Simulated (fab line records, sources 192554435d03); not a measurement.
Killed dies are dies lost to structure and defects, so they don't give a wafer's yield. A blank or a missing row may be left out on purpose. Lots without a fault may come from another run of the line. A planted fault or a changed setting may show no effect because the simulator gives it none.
A struck lot beside a sound one | flow n5_finfet | 20 steps out of a route of 1938
Sound: wafers L900.1, L900.4, L900.5. Struck: wafers L916.1, L916.5, L916.6. The cause comes at the end.
At each step with rows: each side's tool, then ch and its chambers, then its first start. Under that, the readings that differ: sound wafers | struck wafers | difference of the means | sigmas: that difference in standard deviations of wafers without a fault.
alike: readings whose means differ by less than 2 such deviations, and words and numbers that are the same on both sides. not compared: withheld readings, readings that some wafer has no value for, bounds like >300 that may hide the same value, and numbers for which the record gives no deviation and whose values overlap.
The two part at a step that has a row with sigmas, a row that says differs or no value, or rows on one side only. Numbers that don't overlap but have no deviation are shown without sigmas and don't part them. A reading that every wafer of one side lacks parts them only if that side has two wafers or more.

first, 10 steps without rows for these wafers: N5_SD_EPI_N_SRD_20 (time 30 s); N5_SD_EPI_N_PRECLEAN_48 (cleans in NF3:NH3, afs cycles 2, time 20 s, sublimation time 60 s); N5_SD_EPI_N_VAPOR_ETCH_50 (etches Si in HCl, time 54 s); N5_SD_EPI_N_EPI_21 (deposits Si:P, time 690 s); N5_SD_EPI_N_PRECLEAN_24 (cleans in O3/DIW, time 60 s); N5_SD_EPI_N_SRD_25 (time 30 s); N5_SD_EPI_N_PRECLEAN_49 (cleans in NF3:NH3, afs cycles 1, time 20 s, sublimation time 60 s); N5_SD_EPI_N_LINER_46 (material SiNx, target thk 3 nm); N5_SD_EPI_P_COAT_34 (time 60 s, resist thk 350 nm); N5_SD_EPI_P_COAT_35 (time 60 s, resist thk 35 nm).
N5_SD_EPI_P_COAT_03: resist thk 150 nm.
  sound on litho_track-04 ch 0, day 3 03:56; struck on litho_track-04 ch 0, day 7 05:17
  reading                                             | sound                | struck               | difference | sigmas
  spin_speed_rpm (rpm)                                | 1500.1 1500.0 1499.8 | 1435.6 1435.7 1437.5 | -63.7      | -78
  model.CAR-ArF-block_of_SD_EPI_P_COAT_03.thk_nm (nm) | 150.2 150.6 150.8    | 153 153 153.2        | +3         |
  alike: dispense_pressure_kPa
then, 6 steps without rows for these wafers: N5_SD_EPI_P_EBR_05; N5_SD_EPI_P_SOFTBAKE_04 (time 60 s); N5_SD_EPI_P_EXPOSE_06 (exposes mask SD P BLK, target cd 240 nm); N5_SD_EPI_P_PEB_07 (peb time 60 s); N5_SD_EPI_P_DEVELOP_08 (develop time 30 s); N5_SD_EPI_P_DESCUM_14 (chemistry O2, time 7.9 s).
N5_SD_EPI_P_ETCH_36: etches SiARC in CF4, target depth 45.5 nm, time 75.8 s.
  sound on rie_diel-06 ch 0,1,2, day 3 04:28; struck on rie_diel-05 ch 2,3, day 7 05:49
  reading                                             | sound           | struck        | difference | sigmas
  model.CAR-ArF-block_of_SD_EPI_P_COAT_03.thk_nm (nm) | 111 111.4 111.8 | 113.8 114 114 | +2.5       |
  alike: bias_w, chamber_pressure_mTorr, drypump_motor_current_A, etch_rf_on_time_s, oes_product_au, rf_fwd_power_W, rf_vpp_V, showerhead_plenum_p_Torr, throttle_valve_pct
  not compared: rf_hours_counter_h
then, 1 step without rows for these wafers: N5_SD_EPI_P_ETCH_37 (etches SOC in N2/H2, overetch 108 nm, time 486 s).
-- the record jumps here: 5 days lie between the struck wafers' starts before and after (it left off in module SD_EPI_P and takes up again in module BEOL_M4, whose first step shown is number 1111 of the route) --
N5_BEOL_M4_RC_MEAS_101:
  sound on prober-02 ch 0, day 8 11:57; struck on prober-01 ch 0, day 12 04:27
  alike: DIBL_N, DIBL_P, IOFF_N, IOFF_P, ION_N, ION_P, SS_N, SS_P, VT_N, VT_P

WHERE THEY PART
Only at N5_SD_EPI_P_COAT_03, within this record. Later steps at which nothing parts them and some readings are alike: N5_SD_EPI_P_ETCH_36, N5_BEOL_M4_RC_MEAS_101.

WHY: what the simulator had put in
Process parameter drift: litho_track-04, from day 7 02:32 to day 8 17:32, at N5_SD_EPI_P_COAT_03. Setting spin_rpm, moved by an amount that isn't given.
